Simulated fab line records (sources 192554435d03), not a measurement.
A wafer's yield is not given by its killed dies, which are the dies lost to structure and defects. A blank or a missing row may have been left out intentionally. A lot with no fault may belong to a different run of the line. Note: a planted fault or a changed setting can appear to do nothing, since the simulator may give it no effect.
Split-lot experiment    flow n5Finfet    on a route of 1938 steps: 7 lots, 21 wafers read

THE SPLIT ITSELF
At N5_BEOL_M5_HM_DEP_02 (deposits TiN, target thk 20 nm), the setting targetThkA was moved away from the recipe's 200 angstrom on 9 of the 21 wafers read, by -8.7% to +12.4%. The other wafers ran this setting at the recipe's value.

FROM THE SPLIT TO THE READING: what the file shows between them, 4 steps
- N5_BEOL_M5_COAT_59: time 60 s, resist thk 60 nm
- N5_BEOL_M5_COAT_60: time 60 s, resist thk 12 nm
- N5_BEOL_M5_STRIP_73: strips in N2/H2
- N5_BEOL_M5_STRIP_64: strips in CF4

THE READING
etch.depthNm (the simulator's own value, which no gauge read), in nm, at N5_BEOL_M5_HM_OPEN_17 (chemistry Cl2/BCl3, target TiN, target depth 20 nm, overetch 6 nm). There is no usual value for it anywhere in the file. The 12 wafers here that ran the recipe average 19.98 nm, standard deviation 0.22 nm.

wafer   tool, chamber at the split  targetThkA as run, angstrom  against the recipe  etch.depthNm, nm  against lot-mates on the recipe
L078.1  pvdSputter-03, -            200                          recipe              19.97             -
L078.3  pvdSputter-03, -            200                          recipe              19.81             -
L078.5  pvdSputter-03, -            200                          recipe              19.67             -
L077.1  pvdSputter-01, -            224.8                        +12.4%              22.3              no lot-mate on the recipe
L077.3  pvdSputter-01, -            224.8                        +12.4%              22.37             no lot-mate on the recipe
L077.6  pvdSputter-01, -            224.8                        +12.4%              22.49             no lot-mate on the recipe
L079.1  pvdSputter-03, -            200                          recipe              20.24             -
L079.4  pvdSputter-03, -            200                          recipe              20.38             -
L079.5  pvdSputter-03, -            200                          recipe              20.35             -
L088.1  pvdSputter-03, -            222.4                        +11.2%              21.85             +1.93
L088.2  pvdSputter-03, -            200                          recipe              19.92             -
L088.5  pvdSputter-03, -            222.4                        +11.2%              21.73             +1.81
L089.3  pvdSputter-03, -            200                          recipe              19.99             -
L089.4  pvdSputter-03, -            182.6                        -8.7%               18.28             -1.71
L089.5  pvdSputter-03, -            182.6                        -8.7%               18.43             -1.56
L090.1  pvdSputter-03, -            213.6                        +6.8%               21.18             +1.36
L090.5  pvdSputter-03, -            200                          recipe              19.82             -
L090.6  pvdSputter-03, -            213.6                        +6.8%               21.13             +1.31
L097.3  pvdSputter-03, -            200                          recipe              19.72             -
L097.4  pvdSputter-03, -            200                          recipe              19.88             -
L097.5  pvdSputter-03, -            200                          recipe              20.05             -

THE FIT
A straight line over all 21 wafers: etch.depthNm changes by +0.183 nm for each +1% of targetThkA; r = +0.99; the points scatter about the line by 0.21 nm.
The same after taking each lot's own level away (the mean of its wafers on the recipe; 18 wafers): +0.179 nm for each +1%; r = +0.99; scatter 0.11 nm.
The reading moves by 2.2 nm for the largest change in targetThkA, on that fit.
From 19.817 to 20.323 nm: that is the span of the lots' own levels, equal to 2.3 times the standard deviation above.
So the lot-to-lot level changes the slope little: the two slopes agree.
Check: for one of the wafers moved furthest among these (+11.2%), held out of the fit, the line's prediction against its lot-mates is +2.02 nm. It came out at +1.93 nm against them.

THE OTHER SPLITS THESE WAFERS WENT THROUGH
These wafers also went through other splits before the reading. Each is held against what the fit with the lots' levels taken away leaves over:
other split on the same wafers  wafers away from the commonest value  r with etch.depthNm (lot level and that fit taken away)
N5_BEOL_M2_DESCUM_16 timeS      6                                     -0.54
N5_BEOL_M2_ETCH_74 sourceW      6                                     +0.29
N5_BEOL_M3_COAT_68 spinRpm      9                                     +0.35
N5_BEOL_M3_COAT_22 spinRpm      8                                     +0.07
N5_BEOL_M4_COAT_05 spinRpm      6                                     -0.51
N5_BEOL_M4_ETCH_64 biasW        6                                     -0.06
N5_BEOL_M5_ILD_DEP_00 timeS     9                                     +0.43

THE WHOLE CHAIN: every reading that the file lists as answering this split, in the file's order
step                   what it does                                                       reading                                                                          change (the file's fit)                r (the file's)
N5_BEOL_M5_HM_DEP_02   deposits TiN, target thk 20 nm                                     TiN_of_BEOL_M5_HM_DEP_02.thkNm (the simulator's own value, which no gauge read)  +0.18 nm for each +1% of the setting   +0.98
N5_BEOL_M5_HM_OPEN_17  chemistry Cl2/BCl3, target TiN, target depth 20 nm, overetch 6 nm  etch.depthNm (the simulator's own value, which no gauge read)                    +0.179 nm for each +1% of the setting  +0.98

THE FILE'S OWN FIT
etch.depthNm changes by +0.179 nm for each +1% of targetThkA, r = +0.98.
